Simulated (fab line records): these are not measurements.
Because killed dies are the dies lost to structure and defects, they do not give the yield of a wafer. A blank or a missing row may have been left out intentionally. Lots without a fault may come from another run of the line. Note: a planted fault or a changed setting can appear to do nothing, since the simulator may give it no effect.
Struck lot and sound lot, side by side :: flow nand-harc :: 14 out of 1302 route steps
Sound: these wafers, L811.1, L811.3, L811.4. Struck: wafer L813.2. The cause comes at the end.
Per side, at each step with rows, come the tool, then ch with its chambers, and then its first start. Under that, the readings that differ: sound wafers :: struck wafers :: difference of the means :: sigmas: that difference in standard deviations of wafers without a fault.
alike: a reading whose means differ by less than 2 such deviations, as well as words and numbers matching on both sides. not compared: withheld readings; readings where some wafer has no value; bounds like >300 that might hide an equal value; numbers whose values overlap and for which the record gives no deviation.
A row with sigmas, a row that says differs or no value, or rows on one side alone: a step with any of these is where the two part. When numbers do not overlap yet have no deviation, they are printed without sigmas and do not part them. Lack of a reading on every wafer of one side parts them only where that side has two or more wafers.

first, 5 steps without rows for these wafers: NHARC_A_CONTACT_SOFTBAKE_03 (time 55 s); NHARC_A_CONTACT_EBR_04; NHARC_A_CONTACT_EXPOSE_05 (exposes mask A CC); NHARC_A_CONTACT_PEB_06 (peb time 65 s); NHARC_A_CONTACT_DEVELOP_07 (develop time 35 s).
NHARC_A_CONTACT_CD_MEAS_08: the cd target is 200 nm.
  sound on cd-sem-01 ch 0, day 26 05:25; struck on cd-sem-02 ch 0, day 27 07:49
  alike: cd-nm
NHARC_A_CONTACT_OVL_MEAS_09:
  struck on overlay-02, day 27 07:54; sound on overlay-01, day 26 05:29
reading: overlay-x-nm (nm)
sound: 1.0 0.8 0.8
struck: -0.9
difference: -1.8
sigmas: -3
  alike: overlay-y-nm
NHARC_A_CONTACT_DESCUM_13: chemistry O2, time 3 s.
  sound on rie-diel-06 ch 0,1,2, day 26 05:35; struck on rie-diel-11 ch 0, day 27 08:00
  alike: drypump-motor-current-A, mfc-ar-sccm, oes-product-au, rf-vpp-V, showerhead-plenum-p-Torr, throttle-valve-pct
  not compared: rf-hours-counter-h
NHARC_A_CONTACT_ETCH_88: etches the open film in CF4, target depth 39 nm, time 65 s.
  sound on rie-diel-06 ch 0,1,2, day 26 05:41; struck on rie-diel-11 ch 1, day 27 08:05
reading: rf-hours-counter-h (h)
sound: 36 37 27
struck: 26
difference: -7
sigmas: 
  alike: cf4-flow-sccm, drypump-motor-current-A, mfc-ar-sccm, oes-product-au, rf-vpp-V, showerhead-plenum-p-Torr, throttle-valve-pct
NHARC_A_CONTACT_ETCH_89: etches the open film in N2/H2, target depth 260 nm, time 475.3 s.
  sound: rie-diel-06 ch 0,2,3; struck: rie-diel-11 ch 2
reading: rf-hours-counter-h (h)
sound: 28 36 32
struck: 26
difference: -6
sigmas: 
  alike: drypump-motor-current-A, mfc-ar-sccm, oes-product-au, rf-vpp-V, showerhead-plenum-p-Torr, throttle-valve-pct
NHARC_A_CONTACT_ETCH_30: etches the open film in CF4/CHF3, target depth 72.6 nm, time 36.3 s.
  sound: rie-diel-06 ch 1,2,3; struck: rie-diel-11 ch 1
reading: rf-hours-counter-h (h)
sound: 37 36 32
struck: 26
difference: -9
sigmas: 
  alike: cf4-flow-sccm, drypump-motor-current-A, mfc-ar-sccm, oes-product-au, rf-vpp-V, showerhead-plenum-p-Torr, throttle-valve-pct
NHARC_A_CONTACT_ETCH_31: etches the open film in O2/COS, target depth 2800 nm, time 728 s.
  sound on rie-diel-06 ch 0,1,3, day 26 06:11; struck on rie-diel-11 ch 0, day 27 08:42
reading: oes-product-au (a.u.)
sound: 0.990 1.005 1.007
struck: 0.779
difference: -0.222
sigmas: -20
  alike: drypump-motor-current-A, mfc-ar-sccm, rf-vpp-V, showerhead-plenum-p-Torr, throttle-valve-pct
  not compared: rf-hours-counter-h
NHARC_A_CONTACT_ETCH_134: etches the open film in C4F8/O2/Ar, time 140 s, target depth 700 nm.
  sound on har-cap-etch-02 ch 0,1, day 26 06:43; struck on har-cap-etch-02 ch 1, day 27 09:13
  not compared: rf-hours-counter-h
NHARC_END_SORT_01:
  the record has rows for the sound wafers here (prober-02 ch 0, day 28 07:38) and none for the struck ones

== WHERE THEY PART ==
At NHARC_A_CONTACT_OVL_MEAS_09 first; at NHARC_END_SORT_01 last (within this record only).

WHY: the cause the simulator had injected
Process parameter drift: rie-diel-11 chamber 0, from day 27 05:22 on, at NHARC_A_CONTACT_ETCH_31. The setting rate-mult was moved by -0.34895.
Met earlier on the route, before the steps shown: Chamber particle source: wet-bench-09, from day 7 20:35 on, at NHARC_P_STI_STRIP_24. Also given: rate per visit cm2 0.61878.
